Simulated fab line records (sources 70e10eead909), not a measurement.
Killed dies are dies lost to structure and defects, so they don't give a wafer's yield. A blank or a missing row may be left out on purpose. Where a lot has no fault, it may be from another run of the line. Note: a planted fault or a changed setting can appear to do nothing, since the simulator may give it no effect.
Struck lot and sound lot, side by side    flow nandHarc    19 steps out of a route of 1302
Sound: the wafers L307.1, L307.3, L307.6. Struck: wafers L316.1, L316.3, L316.4. At the end, the cause is stated.
At each step with rows: each side's tool, then ch and its chambers, then its first start. Under that, the readings that differ: sound wafers    struck wafers    difference of the means    sigmas: that difference in standard deviations of wafers without a fault.
alike: words and numbers the same on both sides, and readings whose means are apart by under 2 such deviations; not compared: readings that were withheld, readings missing a value for some wafer, numbers with overlapping values and no deviation given by the record, and bounds like >300 which may hide the same value.
A row with sigmas, a row that says differs or no value, or rows on one side alone: a step with any of these is where the two part. When numbers do not overlap yet have no deviation, they are printed without sigmas and do not part them. A reading that every wafer of one side lacks parts them only if that side has two wafers or more.

first, 9 steps without rows for these wafers: NHARC_THIN_TSV_PVD_24 (deposits Al, target thk 800 nm); NHARC_THIN_TSV_DEHYDRATE_25 (time 120 s); NHARC_THIN_TSV_HMDS_26 (time 30 s); NHARC_THIN_TSV_COAT_27; NHARC_THIN_TSV_SOFTBAKE_28 (time 95 s); NHARC_THIN_TSV_EBR_29; NHARC_THIN_TSV_EXPOSE_30 (exposes mask PAD); NHARC_THIN_TSV_PEB_31 (peb time 85 s); NHARC_THIN_TSV_DEVELOP_32 (time 70 s).
NHARC_THIN_TSV_CD_MEAS_33: the cd target is 5000 nm.
  sound on cdSem-03 ch 0, day 24 21:35; struck on cdSem-01 ch 0, day 27 23:25
  alike: cdNm
then, 1 step without rows for these wafers: NHARC_THIN_TSV_HARDBAKE_34 (time 80 s).
NHARC_THIN_TSV_DESCUM_35: chemistry O2, time 3 s.
  sound on rieDiel-07 ch 2,3, day 24 21:44; struck on rieDiel-07 ch 0,1,2, day 27 23:34
reading              sound              struck             difference  sigmas
oesProductAu (a.u.)  0.998 0.996 0.984  1.003 1.015 1.003  +0.014      +2
  alike: drypumpMotorCurrentA, o2FlowSccm, rfVppV, showerheadPlenumPTorr, throttleValvePct
  not compared: rfHoursCounterH
NHARC_THIN_TSV_ETCH_59: etches the open film in Cl2/BCl3, target depth 880 nm, time 138.1 s.
  sound on rieMetal-01 ch 1, day 24 21:52; struck on rieMetal-01 ch 0,1, day 27 23:42
reading              sound              struck             difference  sigmas
oesProductAu (a.u.)  1.004 0.996 1.009  1.280 1.276 1.266  +0.271      +42
  alike: drypumpMotorCurrentA, heBacksideLeakSccm, throttleValvePct
  not compared: rfHoursCounterH
NHARC_THIN_TSV_ETCH_36: etches the open film in Cl2/BCl3, target depth 65 nm, time 18.571 s.
  sound on rieMetal-01 ch 1, day 24 22:07; struck on rieMetal-01 ch 0,1, day 27 23:58
  alike: drypumpMotorCurrentA, heBacksideLeakSccm, oesProductAu
  not compared: rfHoursCounterH
NHARC_THIN_TSV_STRIP_56: strips in O2.
  sound on plasmaAsher-02 ch 0,1, day 24 22:13; struck on plasmaAsher-02 ch 0,1, day 28 00:07
  alike: drypumpMotorCurrentA, heaterPowerW, rfReflPowerW
  not compared: rfHoursCounterH
then, 1 step without rows for these wafers: NHARC_THIN_TSV_STRIP_57 (strips in post etch residue remover, time 1200 s).
NHARC_THIN_TSV_CD_MEAS_37:
  struck on cdSem-02, day 28 00:51; sound on cdSem-01, day 24 23:01
reading    sound                 struck                difference  sigmas
cdNm (nm)  4998.9 5000.2 4999.6  4982.3 4982.3 4984.4  -16.6       -8
then, 1 step without rows for these wafers: NHARC_THIN_TSV_ANNEAL_58 (time 1800 s).
NHARC_END_SORT_01:
  here the record holds rows for the struck wafers (prober-02 ch 0, day 28 10:04) but none for the sound ones

== WHERE THEY PART ==
At NHARC_THIN_TSV_DESCUM_35 first; at NHARC_END_SORT_01 last (within this record only).

WHY: what had been put in by the simulator
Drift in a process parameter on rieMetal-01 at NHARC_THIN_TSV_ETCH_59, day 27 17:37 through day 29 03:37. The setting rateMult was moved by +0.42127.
